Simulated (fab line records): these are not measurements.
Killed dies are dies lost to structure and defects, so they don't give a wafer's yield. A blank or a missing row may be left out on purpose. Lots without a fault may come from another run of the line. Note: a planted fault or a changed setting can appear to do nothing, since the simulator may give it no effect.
Chamber matching    flow n5_finfet    N5_BEOL_M14_CMP_49 on cmp-02: 4 sister chambers
The step polishes, stops on SiO2, t overpolish 5.2 s, target thk 560 nm. 4 wafers are shown with their chamber, then 9 later ones without.

WAFERS WITH THEIR CHAMBER
wafer   chamber  motor_current_A (A)
L091.3  3        8.0
L091.6  0        8.5
L092.5  2        7.2
L092.6  1        7.0

WAFERS MISSING THEIR CHAMBER
wafer   motor_current_A (A)
L094.1  7.8
L094.2  9.1
L094.3  7.9
L095.1  8.9
L095.4  8.1
L095.5  7.4
L096.3  8.2
L096.5  7.2
L096.6  7.6

WHICH CHAMBER EACH ONE RAN IN
wafer   from the rows above                in truth
L094.1  can't be placed: 3 or 2 or 0 or 1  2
L094.2  can't be placed: 0 or 3            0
L094.3  can't be placed: 3 or 0 or 2       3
L095.1  can't be placed: 0 or 3            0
L095.4  can't be placed: 3 or 0            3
L095.5  can't be placed: 2 or 1 or 3       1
L096.3  can't be placed: 3 or 0            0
L096.5  can't be placed: 2 or 1            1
L096.6  can't be placed: 2 or 3 or 1 or 0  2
Placed correctly: 0 of 9. Cannot be placed on the basis of these rows: 9; the candidates contain the true chamber in 9. Number placed wrongly: 0.
How it was worked out, from the rows above alone: a wafer's distance from a chamber is the root of the sum, over the readings, of the square of ((its reading less the chamber's mean) divided by the reading's scatter). The wafer belongs to the nearest chamber; if the next one is less than 2 further off, it can't be placed. For every chamber, the mean is computed from those of its wafers that are shown. The scatter: root of mean squared gap, hidden wafer to nearest shown wafer, with one shown wafer a chamber.
